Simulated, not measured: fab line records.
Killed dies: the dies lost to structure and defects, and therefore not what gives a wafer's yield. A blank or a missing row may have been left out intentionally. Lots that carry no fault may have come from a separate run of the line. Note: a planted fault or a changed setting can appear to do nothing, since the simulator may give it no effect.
Which tool did it?    flow nandHarc    36 wafers from 12 lots sampled at 5 of the route's 1302 steps

WHAT THE GAUGES SHOWED, per wafer
NHARC_END_SORT_01.
lot   measured      on         killedAtArray  killedAtOther  killedAtPeriphery  killedDies  killedOpen  killedShort
L453  day 31 23:44  prober-01  62 672 672     1 1 0          8 4 5              71 677 677  5 2 5       3 3 0
L458  day 33 04:50  prober-02  69 75 668      0 0 0          6 0 9              75 75 677   2 2 3       7 6 1

EACH LOT AND THE TOOL THAT RAN IT (in order: tool; ch and the chambers of the sampled wafers; start)
lot   NHARC_A_CONTACT_ETCH_118            NHARC_A_CONTACT_ETCH_119            NHARC_A_CONTACT_ETCH_120            NHARC_A_CONTACT_ETCH_102
L435  harCapEtch-01 ch 0,1, day 21 15:23  harCapEtch-01 ch 0,1, day 21 15:34  harCapEtch-01 ch 0,1, day 21 15:44  rieDiel-04 ch 1,2,3, day 21 17:49
L437  harCapEtch-03 ch 0,1, day 22 09:30  harCapEtch-03 ch 0,1, day 22 09:40  harCapEtch-03 ch 0,1, day 22 09:50  rieDiel-04 ch 1,2, day 22 12:03
L438  harCapEtch-02 ch 0,1, day 22 12:23  harCapEtch-02 ch 0,1, day 22 12:34  harCapEtch-02 ch 0,1, day 22 12:44  rieDiel-04 ch 0,2, day 22 14:48
L440  harCapEtch-01 ch 0,1, day 23 18:26  harCapEtch-01 ch 0,1, day 23 18:40  harCapEtch-01 ch 0,1, day 23 18:53  rieDiel-04 ch 0,2, day 23 21:11
L443  harCapEtch-01 ch 0,1, day 24 21:42  harCapEtch-01 ch 0,1, day 24 21:52  harCapEtch-01 ch 0,1, day 24 22:02  rieDiel-04 ch 1,2, day 24 23:59
L448  harCapEtch-02 ch 0,1, day 26 16:13  harCapEtch-02 ch 0,1, day 26 16:23  harCapEtch-02 ch 0,1, day 26 16:34  rieDiel-08 ch 1,2,3, day 26 18:33
L446  harCapEtch-03 ch 0,1, day 26 17:34  harCapEtch-03 ch 0,1, day 26 17:44  harCapEtch-03 ch 0,1, day 26 17:55  rieDiel-04 ch 0,2, day 26 19:55
L447  harCapEtch-02 ch 0,1, day 27 02:55  harCapEtch-02 ch 0,1, day 27 03:05  harCapEtch-02 ch 0,1, day 27 03:16  rieDiel-04 ch 0,1,3, day 27 05:13
L453  harCapEtch-02 ch 0,1, day 29 02:04  harCapEtch-02 ch 0,1, day 29 02:14  harCapEtch-02 ch 0,1, day 29 02:24  rieDiel-04 ch 1,2, day 29 04:29
L455  harCapEtch-02 ch 0,1, day 29 19:48  harCapEtch-02 ch 0,1, day 29 19:58  harCapEtch-02 ch 0,1, day 29 20:08  rieDiel-10 ch 0,1,3, day 29 22:14
L458  harCapEtch-01 ch 0,1, day 30 03:41  harCapEtch-01 ch 0,1, day 30 03:52  harCapEtch-01 ch 0,1, day 30 04:02  rieDiel-04 ch 0,1,2, day 30 06:01
L457  harCapEtch-01 ch 0,1, day 30 10:15  harCapEtch-01 ch 0,1, day 30 10:25  harCapEtch-01 ch 0,1, day 30 10:36  rieDiel-08 ch 0,2, day 30 12:35
- NHARC_A_CONTACT_ETCH_118: etches the open film in C4F8/O2/Ar, time 190 s, target depth 1850 nm.
- NHARC_A_CONTACT_ETCH_119: etches the open film in C4F8/O2/Ar, time 190 s, target depth 1850 nm.
- NHARC_A_CONTACT_ETCH_120: etches the open film in C4F8/O2/Ar, time 190 s, target depth 1850 nm.
- NHARC_A_CONTACT_ETCH_102: etches the open film in CF4/O2, target depth 100 nm, overetch 10 nm, time 55 s.

WHAT THE TOOLS THEMSELVES READ (means of the sampled wafers that have a number; where no wafer has one, the mark that the record gives instead)
NHARC_A_CONTACT_ETCH_102.
lot   tool        drypumpMotorCurrentA (A)  oes_o_777_au (a.u.)  oesProductAu (a.u.)  rfFwdPowerW (W)  rfVppV (V)  runLengthS (s)  showerheadPlenumPTorr (Torr)  throttleValvePct (%)
L435  rieDiel-04  5.6                       1.001                0.994                296.9            196.6       76.0            1.30                          13.398
L437  rieDiel-04  5.8                       0.995                1.005                295.8            198.1       75.7            1.33                          13.400
L438  rieDiel-04  6.1                       0.999                1.000                295.0            197.9       76.1            1.36                          13.396
L440  rieDiel-04  6.1                       0.998                0.996                295.3            197.8       76.3            1.36                          13.405
L443  rieDiel-04  6.0                       1.002                0.993                295.8            197.2       75.7            1.30                          13.401
L448  rieDiel-08  5.6                       1.000                0.998                297.9            198.5       76.0            1.34                          13.404
L446  rieDiel-04  6.2                       0.998                0.992                296.1            197.4       75.8            1.32                          13.404
L447  rieDiel-04  5.5                       1.000                0.993                296.2            197.4       76.4            1.33                          13.390
L453  rieDiel-04  5.8                       0.999                0.997                296.3            197.4       70.6            1.32                          13.392
L455  rieDiel-10  5.4                       1.005                0.992                296.7            199.8       76.4            1.38                          13.395
L458  rieDiel-04  6.0                       0.999                0.994                295.2            198.4       73.3            1.34                          13.391
L457  rieDiel-08  6.2                       1.000                1.023                296.4            199.0       75.8            1.35                          13.401

THE ANSWER, worked out from the rows above alone
Rule: the lots themselves supply what counts as usual. The widest of any qualifying gaps counts: lots, ordered by their means at a reading, are off when they make up no more than a third of the lots, leave a main group of 4 or more, and stand apart from it by 3 or more times the standard deviation of that group's means. The tables above print the reading to a certain number of digits; a main group whose means all agree to those digits is not used. Also off: a lot with no number at a reading for which 4 or more lots have one. All remaining lots with rows at the step are treated as sound. The gauges are gone through in route order, then the tools' own readings, and for those a lot's mean is taken as printed above. At the first step where some lot is off, the reading lying furthest off is the one used; lots without a number count as furthest.
Off: L453, L458 (NHARC_A_CONTACT_ETCH_102, runLengthS). The main group has a mean of 76.0 s with a standard deviation of 0.26.
If a tool, at that step or one of the process steps before it, ran each lot that is off and ran no sound lot following the first of them, it fits. One fits: NHARC_A_CONTACT_ETCH_102 on rieDiel-04. Its last sound lot is L447 (day 27 05:13), its first lot that is off L453 (day 29 04:29): a fault that began between those two fits.
On the lots that are off, the tool's own readings at NHARC_A_CONTACT_ETCH_102 differ by more than 5 times the standard deviation of the sound lots' means, which bears it out; runLengthS reads 71.9 s there versus 76.0 s on the sound lots.

WHAT THE SIMULATOR PUT IN
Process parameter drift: rieDiel-04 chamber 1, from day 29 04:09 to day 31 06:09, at NHARC_A_CONTACT_ETCH_102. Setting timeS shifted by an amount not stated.
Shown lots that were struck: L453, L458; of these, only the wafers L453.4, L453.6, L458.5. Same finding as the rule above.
